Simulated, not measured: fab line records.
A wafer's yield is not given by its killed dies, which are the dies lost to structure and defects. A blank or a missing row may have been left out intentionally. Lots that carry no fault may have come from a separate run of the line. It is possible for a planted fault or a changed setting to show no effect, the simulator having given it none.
Lot-split experiment | flow n5-finfet | 21 wafers read across 7 lots, on a route 1938 steps long

## ON THE SPLIT
At N5_PMOS_HMC_CHANNEL_EPI_PEB_07 (peb time 60 s), the setting peb-time-s was moved away from the recipe's 60 s on 3 of the 21 wafers read, by -17.5% to +14.8%. For the rest of the wafers, this setting stayed at what the recipe calls for.

## FROM THE SPLIT TO THE READING: what the file shows between them, 1 step
- N5_PMOS_HMC_CHANNEL_EPI_DEVELOP_08: develop time 30 s (also split here: develop-time-s)

## THE READING
At N5_PMOS_HMC_CHANNEL_EPI_CD_MEAS_09: cd-nm in nanometres, against a target cd of 237.4 nm. A value of 236.4 nm with a standard deviation of 0.97 nm is what fault-free wafers of this fab line usually give.

wafer  | tool, chamber at the split | peb-time-s as run, s | against the recipe | cd-nm, nm | against lot-mates on the recipe
L076.2 | litho-track-04, 0          | 68.89                | +14.8%             | 242.4     | +6.3
L076.3 | litho-track-04, 0          | 60                   | recipe             | 236.7     | -
L076.4 | litho-track-04, 0          | 60                   | recipe             | 235.5     | -
L078.1 | litho-track-01, 0          | 60                   | recipe             | 236.7     | -
L078.2 | litho-track-01, 0          | 60                   | recipe             | 236.9     | -
L078.5 | litho-track-01, 0          | 60                   | recipe             | 235.2     | -
L079.1 | litho-track-03, 0          | 60                   | recipe             | 235.6     | -
L079.3 | litho-track-03, 0          | 64.85                | +8.1%              | 239.8     | +4.1
L079.5 | litho-track-03, 0          | 60                   | recipe             | 235.9     | -
L080.3 | litho-track-04, 0          | 60                   | recipe             | 236.7     | -
L080.5 | litho-track-04, 0          | 49.5                 | -17.5%             | 227.6     | -9.5
L080.6 | litho-track-04, 0          | 60                   | recipe             | 237.5     | -
L085.2 | litho-track-01, 0          | 60                   | recipe             | 238.1     | -
L085.4 | litho-track-01, 0          | 60                   | recipe             | 236.6     | -
L085.5 | litho-track-01, 0          | 60                   | recipe             | 236.3     | -
L087.1 | litho-track-01, 0          | 60                   | recipe             | 237.9     | -
L087.2 | litho-track-01, 0          | 60                   | recipe             | 239.2     | -
L087.6 | litho-track-01, 0          | 60                   | recipe             | 238.0     | -
L091.1 | litho-track-03, 0          | 60                   | recipe             | 236.8     | -
L091.2 | litho-track-03, 0          | 60                   | recipe             | 236.8     | -
L091.4 | litho-track-03, 0          | 60                   | recipe             | 238.4     | -

THE FIT
A straight line over all 21 wafers: cd-nm changes by +0.454 nm for each +1% of peb-time-s; r = +0.92; the points scatter about the line by 1.1 nm.
The same after taking each lot's own level away (the mean of its wafers on the recipe; 21 wafers): +0.495 nm for each +1%; r = +0.97; scatter 0.69 nm.
According to that fit, moving peb-time-s by its largest amount changes the reading by 8.7 nm.
The lots' own levels span 235.75 to 238.37 nm, that is 2.7 times the standard deviation above.
The two slopes agree, so the slope changes little with the lot-to-lot level.
Check: for one of the wafers moved furthest among these (-17.5%), held out of the fit, the line's prediction against its lot-mates is -7.72 nm. It came out at -9.5 nm against them.

## OTHER SPLITS ON THESE WAFERS
Note: prior to the reading, these wafers also went through further splits. Each is held against what the fit with the lots' levels taken away leaves over:
other split on the same wafers                    | wafers away from the commonest value | r with cd-nm (lot level and that fit taken away)
N5_PMOS_HMC_CHANNEL_EPI_DEVELOP_08 develop-time-s | 8                                    | +0.33

## THE WHOLE CHAIN: every reading that the file lists as answering this split, in the file's order
step                               | what it does                                                           | reading                                                                     | change (the file's fit)               | r (the file's)
N5_PMOS_HMC_CHANNEL_EPI_CD_MEAS_09 | target cd 237.4 nm                                                     | cd-nm                                                                       | +0.493 nm for each +1% of the setting | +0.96
N5_PMOS_HMC_CHANNEL_EPI_DESCUM_14  | chemistry O2, time 7.9 s                                               | PMOS_HMC_CHANNEL_EPI.cd-nm (the simulator's own value, which no gauge read) | +0.481 nm for each +1% of the setting | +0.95
N5_PMOS_HMC_CHANNEL_EPI_ETCH_32    | etches BARC in N2/H2, stops on SiO2, target depth 85.8 nm, time 50.3 s | PMOS_HMC_CHANNEL_EPI.cd-nm (the simulator's own value, which no gauge read) | +0.474 nm for each +1% of the setting | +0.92

## THE FILE'S OWN FIT
cd-nm changes by +0.493 nm for each +1% of peb-time-s, r = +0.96.
